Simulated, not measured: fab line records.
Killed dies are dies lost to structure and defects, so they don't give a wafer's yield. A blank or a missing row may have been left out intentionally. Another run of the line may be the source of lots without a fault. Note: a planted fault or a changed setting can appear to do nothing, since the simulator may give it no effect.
A struck lot beside a sound one :: flow n5 finfet :: 39 out of 1938 route steps
Sound: these wafers, L716.2, L716.4, L716.5. The struck wafers were L713.1, L713.3, L713.4. The cause is named last.
For every step that has rows: the tool of each side, followed by ch and its chambers, followed by its first start. Under that, the readings that differ: sound wafers :: struck wafers :: difference of the means :: sigmas: that difference in standard deviations of wafers without a fault.
alike: readings with means less than 2 such deviations apart, plus words and numbers identical on both sides. not compared: withheld readings, readings lacking a value on some wafer, bounds such as >300 that could conceal the same value, and numbers that have no deviation in the record and whose values overlap.
A row with sigmas, a row that says differs or no value, or rows on one side alone: a step with any of these is where the two part. Numbers that don't overlap but have no deviation are shown without sigmas and don't part them. Lack of a reading on every wafer of one side parts them only where that side has two or more wafers.

first, 11 steps without rows for these wafers: N5_FIN_SAQP_RECESS_63 (chemistry HF/NH3, target SiO2, target depth 18 nm, afs cycles 3, sublimation time 60 s); N5_FIN_SAQP_COAT_68 (time 60 s, resist thk 100 nm); N5_FIN_SAQP_ETCH_69 (etches SOC in N2/H2, stops on SiNx, target depth 150 nm); N5_FIN_SAQP_ETCH_67 (etches SiNx in CH3F/O2, target depth 30 nm); N5_FIN_SAQP_STRIP_70 (strips in N2/H2); N5_FIN_SAQP_RECESS_71 (chemistry HF/NH3, target SiO2, target depth 3 nm, afs cycles 1, sublimation time 60 s); N5_FIN_SAQP_SPACER2_ALD_28 (deposits SiO2, target thk 8.1 nm, pulse time 1 s, purge time 2 s); N5_FIN_SAQP_SPACER2_ETCHBACK_29 (etches SiO2 in CHF3/O2, target depth 12.2 nm, time 6.1 s); N5_FIN_SAQP_MANDREL2_REMOVE_60 (chemistry HBr/Cl2/O2, target a-Si, stops on SiNx, bt time 10 s); N5_FIN_SAQP_HM_OPEN_33 (chemistry CH3F/O2, target SiNx, target depth 49.4 nm, time 70.6 s); N5_FIN_SAQP_ETCH_34 (etches SiO2 in C4F6/O2, target depth 45 nm, time 15 s).
N5_FIN_SAQP_STRIP_77: strips in N2/H2, time 90 s.
  sound on rie diel-01 ch 0,3, day 4 14:21; struck on rie diel-01 ch 0,1,3, day 3 20:53
  no value came back on the struck wafers for any of 7 readings (bias power w (W), chamber pressure mTorr (mTorr) and others); on the sound wafers bias power w (W) reads 3.004 2.999 3.000
  not compared: rf hours counter h
then, 5 steps without rows for these wafers: N5_FIN_SAQP_ETCH_64 (etches SiO2 in CF4, target depth 1.5 nm); N5_FIN_SAQP_FIN_ETCH_36 (etches the open film in HBr/Cl2/O2, target depth 120 nm, time 50.4 s); N5_FIN_SAQP_PRECLEAN_38 (cleans in O3/DIW, time 45 s); N5_FIN_SAQP_PRECLEAN_45 (cleans in dHF, time 10 s); N5_FIN_SAQP_SRD_39 (time 30 s).
N5_FIN_SAQP_INSPECT_40: inspects for defects (brightfield).
  struck on defect inspect-01, day 3 21:22; sound on defect inspect-02, day 4 14:48
reading: raw defect count
sound: 284 242 266
struck: 778 793 775
difference: +518
sigmas: +11
then, 9 steps without rows for these wafers: N5_FIN_CUT_COAT_18 (time 60 s, resist thk 230 nm); N5_FIN_CUT_COAT_19 (time 60 s, resist thk 20 nm); N5_FIN_CUT_COAT_29 (time 60 s, resist thk 10 nm); N5_FIN_CUT_COAT_02 (resist thk 30 nm); N5_FIN_CUT_EBR_04; N5_FIN_CUT_SOFTBAKE_03 (time 60 s); N5_FIN_CUT_EXPOSE_05 (exposes mask FIN CUT); N5_FIN_CUT_PEB_06 (peb time 60 s); N5_FIN_CUT_DEVELOP_07 (develop time 30 s).
N5_FIN_CUT_INSPECT_10: inspects for defects (brightfield).
  struck on defect inspect-01, day 3 21:45; sound on defect inspect-02, day 4 15:19
reading: raw defect count
sound: 36 47 52
struck: 233 245 213
difference: +185
sigmas: +21
then, 8 steps without rows for these wafers: N5_FIN_CUT_DESCUM_13 (chemistry O2, time 7 s); N5_FIN_CUT_ETCH_30 (etches underlayer in N2/H2, target depth 13 nm, time 10.4 s); N5_FIN_CUT_ETCH_20 (etches SiARC in CF4, target depth 26 nm, time 43.3 s); N5_FIN_CUT_ETCH_21 (etches SOC in N2/H2, target depth 219 nm, overetch 43.8 nm, time 523.5 s); N5_FIN_CUT_STRIP_23 (strips in N2/H2); N5_FIN_CUT_STRIP_31 (strips in N2/H2); N5_FIN_CUT_STRIP_24 (strips in CF4); N5_FIN_CUT_CUT_ETCH_26 (etches SiNx in CH3F/O2, target depth 39 nm, time 55.7 s).
N5_FIN_CUT_INSPECT_17: inspects for defects (brightfield).
  struck on defect inspect-01, day 3 22:41; sound on defect inspect-02, day 4 16:16
reading: raw defect count
sound: 265 236 251
struck: 778 789 787
difference: +534
sigmas: +11
-- here the record skips 6 days between the struck wafers' starts before and after, leaving off in module FIN_CUT and picking up in module BEOL_M4 (first step shown: number 1111 of the route) --
N5_BEOL_M4_RC_MEAS_101:
  sound on prober-01 ch 0, day 10 20:57; struck on prober-02 ch 0, day 10 00:52
reading: IOFF_P (nA/um)
sound: 0.20 0.24 0.19
struck: 0.31 0.31 0.28
difference: +0.09
sigmas: +2

reading: ION_P (uA/um)
sound: 473 465 460
struck: 484 490 473
difference: +16
sigmas: +2

reading: VT_N (mV)
sound: 251 247 253
struck: 242 241 246
difference: -7
sigmas: -2

reading: VT_P (mV)
sound: -250.9 -249.4 -252.9
struck: -241.3 -240.8 -241.1
difference: +10.0
sigmas: +3
  alike: DIBL_N, DIBL_P, IOFF_N, ION_N, SS_N, SS_P
-- a jump in the record: the struck wafers' starts before and after are 4 days apart (it breaks off in module BEOL_M4 and resumes in module PASSIVATION, where the first step shown is number 1936 of the route) --
N5_PASSIVATION_PROBE_49:
  rows exist in the record for the struck wafers here (prober-01, day 14 10:29), but not for the sound ones

## WHERE THEY PART
At N5_FIN_SAQP_STRIP_77 first; at N5_PASSIVATION_PROBE_49 last (within this record only).

WHY: what the simulator had put in
Step skipped in full: rie diel-01, at N5_FIN_SAQP_STRIP_77, from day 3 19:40 onward. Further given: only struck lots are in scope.
